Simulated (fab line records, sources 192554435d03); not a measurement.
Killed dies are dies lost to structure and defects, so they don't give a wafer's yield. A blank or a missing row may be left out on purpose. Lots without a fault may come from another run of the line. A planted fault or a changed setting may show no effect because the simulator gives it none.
Split-lot experiment | flow n5_finfet | 7 lots, 21 wafers read, on a route of 1938 steps

THE SPLIT
At N5_BEOL_M0_SAQP_PECVD_96 (deposits a-Si from SiH4/He, target thk 45 nm, time 45.2 s), the setting time_s was moved away from the recipe's 45.2 s on 5 of the 21 wafers read, by -3.9% to +14.6%. The other wafers ran this setting at the recipe's value.

FROM THE SPLIT TO THE READING: what the file shows between them, 10 steps
- N5_BEOL_M0_SAQP_HM_DEP_111: deposits SiO2 from SiH4/N2O, target thk 12 nm, time 7.2 s (also split here: time_s)
- N5_BEOL_M0_SAQP_COAT_81: time 60 s, resist thk 100 nm
- N5_BEOL_M0_SAQP_COAT_82: time 60 s, resist thk 30 nm
- N5_BEOL_M0_SAQP_ETCH_84: etches SOC in N2/H2, target depth 100 nm, overetch 20 nm, time 150 s
- N5_BEOL_M0_SAQP_STRIP_80: strips in N2/H2
- N5_BEOL_M0_SAQP_HM_OPEN_112: chemistry CHF3/O2, target SiO2, stops on a-Si, target depth 12 nm, time 13.5 s
- N5_BEOL_M0_SAQP_STRIP_113: strips in CHF3/O2
- N5_BEOL_M0_SAQP_MANDREL_ETCH_20: etches a-Si in HBr/Cl2, stops on SiNx, target depth 60 nm, bt time 10 s, time 30 s
- N5_BEOL_M0_SAQP_ETCH_101: etches SiNx in CH3F/O2, target depth 29.9 nm, time 42.7 s
- N5_BEOL_M0_SAQP_ETCH_102: etches SiO2 in CF4, target depth 4 nm, time 4.4 s

THE READING
etch.depth_nm (the simulator's own value, which no gauge read), in nm, at N5_BEOL_M0_SAQP_MANDREL_ETCH_103 (etches a-Si in HBr/Cl2, stops on SiCN, target depth 45 nm, bt time 10 s, time 27 s). The file gives no usual value for it. The 16 wafers here that ran the recipe average 44.99 nm, standard deviation 0.55 nm.

wafer  | tool, chamber at the split | time_s as run, s | against the recipe | etch.depth_nm, nm | against lot-mates on the recipe
L074.1 | pecvd-03, 2,0              | 45.2             | recipe             | 44.37             | -
L074.3 | pecvd-03, 2,0              | 45.2             | recipe             | 44.43             | -
L074.5 | pecvd-03, 0                | 45.2             | recipe             | 45.15             | -
L075.1 | pecvd-03, 1                | 45.2             | recipe             | 44.68             | -
L075.3 | pecvd-03, 0                | 47.38            | +4.8%              | 46.49             | +1.57
L075.6 | pecvd-03, 2                | 45.2             | recipe             | 45.17             | -
L076.3 | pecvd-04, 2                | 43.42            | -3.9%              | 43.3              | -2.80
L076.5 | pecvd-04, 1                | 43.42            | -3.9%              | 43.51             | -2.59
L076.6 | pecvd-04, 2                | 45.2             | recipe             | 46.1              | -
L079.1 | pecvd-04, 0                | 45.2             | recipe             | 44.35             | -
L079.5 | pecvd-04, 1                | 45.2             | recipe             | 45.42             | -
L079.6 | pecvd-04, 0                | 45.2             | recipe             | 45.29             | -
L091.1 | pecvd-03, 1                | 49.81            | +10.2%             | 49.15             | +3.99
L091.3 | pecvd-03, 0                | 45.2             | recipe             | 44.48             | -
L091.5 | pecvd-03, 1                | 45.2             | recipe             | 45.83             | -
L089.2 | pecvd-03, 1                | 45.2             | recipe             | 44.63             | -
L089.4 | pecvd-03, 0,1              | 45.2             | recipe             | 45.03             | -
L089.5 | pecvd-03, 0,1              | 45.2             | recipe             | 44.98             | -
L096.2 | pecvd-03, 2                | 45.2             | recipe             | 44.29             | -
L096.3 | pecvd-03, 0                | 51.81            | +14.6%             | 50.63             | +5.68
L096.5 | pecvd-03, 2                | 45.2             | recipe             | 45.62             | -
Where a row lists several chambers, the file gives one row for several wafers and doesn't say which wafer went through which chamber.

THE FIT
A straight line over all 21 wafers: etch.depth_nm changes by +0.39 nm for each +1% of time_s; r = +0.96; the points scatter about the line by 0.51 nm.
The same after taking each lot's own level away (the mean of its wafers on the recipe; 21 wafers): +0.419 nm for each +1%; r = +0.96; scatter 0.53 nm.
On that fit, the largest move of time_s shifts the reading by 6.1 nm.
The lots' own levels span 44.650 to 46.100 nm, that is 2.7 times the standard deviation above.
So the lot-to-lot level changes the slope little: the two slopes agree.
Check: with one of the wafers moved furthest among these (+14.6%) left out of the fit, the line predicts +6.37 nm for it against its lot-mates. It came out at +5.68 nm against them.

OTHER SPLITS ON THESE WAFERS
These wafers also went through other splits before the reading. Each is held against what the fit with the lots' levels taken away leaves over:
other split on the same wafers        | wafers away from the commonest value | r with etch.depth_nm (lot level and that fit taken away)
N5_MOL_CONTACT_COAG_ALD_27 ald_cycles | 6                                    | +0.09
N5_MOL_CONTACT_COAG_COAT_75 spin_rpm  | 7                                    | -0.14
N5_MOL_CONTACT_COAG_ETCH_47 source_w  | 7                                    | -0.32
N5_MOL_CONTACT_COAG_EXPOSE_37 dose_mj | 6                                    | +0.06
N5_BEOL_M0_SAQP_HM_DEP_111 time_s     | 11                                   | -0.05

THE WHOLE CHAIN: every reading that the file lists as answering this split, in the file's order
step                             | what it does                                                                       | reading                                                                               | change (the file's fit)               | r (the file's)
N5_BEOL_M0_SAQP_PECVD_96         | deposits a-Si from SiH4/He, target thk 45 nm, time 45.2 s                          | a-Si_of_BEOL_M0_SAQP_PECVD_96.thk_nm (the simulator's own value, which no gauge read) | +0.4 nm for each +1% of the setting   | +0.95
N5_BEOL_M0_SAQP_MANDREL_ETCH_103 | etches a-Si in HBr/Cl2, stops on SiCN, target depth 45 nm, bt time 10 s, time 27 s | etch.depth_nm (the simulator's own value, which no gauge read)                        | +0.398 nm for each +1% of the setting | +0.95

THE FILE'S OWN FIT
etch.depth_nm changes by +0.398 nm for each +1% of time_s, r = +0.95.
